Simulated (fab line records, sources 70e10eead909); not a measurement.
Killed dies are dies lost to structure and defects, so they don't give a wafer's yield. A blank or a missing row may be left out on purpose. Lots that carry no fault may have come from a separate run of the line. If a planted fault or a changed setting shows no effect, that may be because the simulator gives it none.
Matching of chambers || flow nand harc || 3 sister chambers for NHARC_A_CHANNEL_HOLE_D2_DEP_01 on pecvd-04
The step deposits SiON, target thk 140 nm. 6 wafers are shown with their chamber, then 7 later ones without.

## WAFERS PAIRED WITH THEIR CHAMBERS
{"wafer": "L788.4", "chamber": 0, "heater power w (W)": 796}
{"wafer": "L792.1", "chamber": 1, "heater power w (W)": 833}
{"wafer": "L792.4", "chamber": 2, "heater power w (W)": 851}
{"wafer": "L792.6", "chamber": 1, "heater power w (W)": 832}
{"wafer": "L801.2", "chamber": 2, "heater power w (W)": 842}
{"wafer": "L801.3", "chamber": 0, "heater power w (W)": 711}

## WAFERS WHOSE CHAMBER IS MISSING
{"wafer": "L801.5", "heater power w (W)": 725}
{"wafer": "L803.2", "heater power w (W)": 921}
{"wafer": "L803.4", "heater power w (W)": 895}
{"wafer": "L803.5", "heater power w (W)": 784}
{"wafer": "L804.2", "heater power w (W)": 831}
{"wafer": "L804.3", "heater power w (W)": 887}
{"wafer": "L804.5", "heater power w (W)": 893}

## WHICH CHAMBER EACH ONE RAN IN
{"wafer": "L801.5", "from the rows above": 0, "in truth": 0}
{"wafer": "L803.2", "from the rows above": "can't be placed: 2 or 1", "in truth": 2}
{"wafer": "L803.4", "from the rows above": "can't be placed: 2 or 1", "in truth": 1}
{"wafer": "L803.5", "from the rows above": "can't be placed: 0 or 1 or 2", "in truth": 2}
{"wafer": "L804.2", "from the rows above": "can't be placed: 1 or 2", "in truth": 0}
{"wafer": "L804.3", "from the rows above": "can't be placed: 2 or 1", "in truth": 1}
{"wafer": "L804.5", "from the rows above": "can't be placed: 2 or 1", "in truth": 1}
1 of 7 placed correctly. Not placeable from these rows: 6 (in 5, the candidates include the true chamber). Placed wrongly: 0.
How it was worked out, from the rows above alone: a wafer's distance from a chamber is the root of the sum, over the readings, of the square of ((its reading less the chamber's mean) divided by the reading's scatter). The wafer belongs to the nearest chamber; if the next one is less than 2 further off, it can't be placed. Each chamber's mean is taken over the wafers shown for it. The scatter: the root of (the sum of the squares of (reading less its chamber's mean) over the shown wafers, divided by (wafers less chambers)).
